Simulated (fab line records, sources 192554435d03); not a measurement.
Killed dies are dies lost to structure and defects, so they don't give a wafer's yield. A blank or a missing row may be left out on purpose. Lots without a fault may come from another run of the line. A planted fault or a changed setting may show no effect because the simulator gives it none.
Which tool did it? | flow n5_finfet | 11 lots, 33 wafers sampled, at 2 steps of a route of 1938

WHAT THE GAUGES READ, wafer by wafer
N5_BEOL_M4_THK_MEAS_53: measures by xrf.
lot  | measured     | on            | M4_THK (nm)
L673 | day 7 19:25  | film_metro-02 | 41.6 40.0 41.9
L674 | day 8 14:14  | film_metro-01 | 41.1 41.3 39.3
L680 | day 9 06:58  | film_metro-02 | 36.6 41.5 40.0
L679 | day 9 21:35  | film_metro-02 | 44.4 40.8 41.0
L681 | day 9 23:26  | film_metro-02 | 41.7 41.4 40.4
L682 | day 10 01:29 | film_metro-02 | 37.8 41.8 38.5
L684 | day 10 20:08 | film_metro-02 | 39.8 40.0 41.0
L687 | day 11 01:22 | film_metro-02 | 41.8 40.8 41.0
L688 | day 11 21:59 | film_metro-02 | 40.8 39.1 42.2
L693 | day 13 03:43 | film_metro-01 | 38.9 39.8 42.3
L694 | day 13 07:17 | film_metro-01 | 37.1 42.5 41.8

WHICH TOOL RAN EACH LOT (tool, then ch and the chambers of the sampled wafers, then the start)
lot  | N5_BEOL_M4_SPUTTER_94
L673 | pvd_sputter-01, day 7 18:25
L674 | pvd_sputter-03, day 8 12:56
L680 | pvd_sputter-02, day 9 05:58
L679 | pvd_sputter-02, day 9 20:34
L681 | pvd_sputter-01, day 9 22:19
L682 | pvd_sputter-02, day 10 00:28
L684 | pvd_sputter-01, day 10 19:07
L687 | pvd_sputter-03, day 11 00:21
L688 | pvd_sputter-02, day 11 20:12
L693 | pvd_sputter-02, day 13 02:43
L694 | pvd_sputter-03, day 13 06:14
- N5_BEOL_M4_SPUTTER_94: material Cu, target thk 4.5 nm, time 8.29 s.

WHAT THE TOOLS THEMSELVES READ (means of the sampled wafers that have a number; where no wafer has one, the mark that the record gives instead)
N5_BEOL_M4_SPUTTER_94.
lot  | tool           | chamber_pressure_pa (Pa) | throttle_valve_pct (%)
L673 | pvd_sputter-01 | 0.06988                  | 30.1
L674 | pvd_sputter-03 | 0.06985                  | 29.0
L680 | pvd_sputter-02 | 0.07001                  | 30.0
L679 | pvd_sputter-02 | 0.07011                  | 30.3
L681 | pvd_sputter-01 | 0.06996                  | 30.1
L682 | pvd_sputter-02 | 0.07009                  | 30.0
L684 | pvd_sputter-01 | 0.06993                  | 30.8
L687 | pvd_sputter-03 | 0.07001                  | 29.4
L688 | pvd_sputter-02 | 0.07007                  | 29.7
L693 | pvd_sputter-02 | 0.07002                  | 30.2
L694 | pvd_sputter-03 | 0.06993                  | 29.0

THE ANSWER, worked out from the rows above alone
Rule: what is usual is taken from the lots themselves. Put in order of their means at a reading, lots are off if they are a third of the lots or fewer, leave a main group of 4 or more, and stand apart from it by a gap of 3 or more times the standard deviation of the main group's means; of several such gaps the widest counts. A main group whose means are all the same, to the digits that the tables above print for the reading, isn't used. A lot without any number at a reading at which 4 lots or more have one is off too. The other lots that the step has rows for count as sound. The gauges are gone through in route order, then the tools' own readings, and for those a lot's mean is taken as printed above. The first step at which some lot is off is used, and at that step the reading that is off furthest; a lot without a number counts as furthest.
No lot is off at any reading shown: from this, nothing can be told.

WHAT THE SIMULATOR HAD PUT IN
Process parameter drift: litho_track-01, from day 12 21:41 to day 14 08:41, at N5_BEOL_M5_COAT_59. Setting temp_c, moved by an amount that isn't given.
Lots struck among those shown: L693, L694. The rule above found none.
